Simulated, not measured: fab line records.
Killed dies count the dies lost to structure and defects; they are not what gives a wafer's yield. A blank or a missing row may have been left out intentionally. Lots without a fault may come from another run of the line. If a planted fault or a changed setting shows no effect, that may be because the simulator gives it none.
Matching of chambers ; flow nand-harc ; rie-diel-07 running NHARC_A_STAIRCASE_ETCH_169: 4 sister chambers
The step etches the open film in CH3F/O2, target depth 50 nm, time 107.1 s. 4 wafers are shown with their chamber, then 7 later ones without.

## WAFERS, EACH WITH ITS CHAMBER
wafer;chamber;showerhead-plenum-p-Torr (Torr)
L081.5;3;2.53
L085.1;0;2.54
L089.1;1;2.63
L089.3;2;2.29

## WAFERS WITH NO CHAMBER GIVEN
wafer;showerhead-plenum-p-Torr (Torr)
L089.5;2.54
L093.1;2.62
L093.4;2.28
L093.5;2.62
L094.1;2.62
L094.2;2.53
L094.4;2.53

## WHICH CHAMBER EACH WENT THROUGH
wafer;from the rows above;in truth
L089.5;can't be placed: 0 or 3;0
L093.1;1;1
L093.4;2;2
L093.5;1;1
L094.1;1;1
L094.2;can't be placed: 3 or 0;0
L094.4;can't be placed: 3 or 0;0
Correct placement for 4 of the 7. From these rows, 3 cannot be placed; in 3 the true chamber is one of the candidates. Placed wrongly: 0.
How it was worked out, from the rows above alone: a wafer's distance from a chamber is the root of the sum, over the readings, of the square of ((its reading less the chamber's mean) divided by the reading's scatter). The wafer belongs to the nearest chamber; if the next one is less than 2 further off, it can't be placed. The mean given for a chamber averages the wafers shown for that chamber. The scatter: with one shown wafer a chamber, the root of the mean of the squares of how far each hidden wafer lies from its nearest shown one.
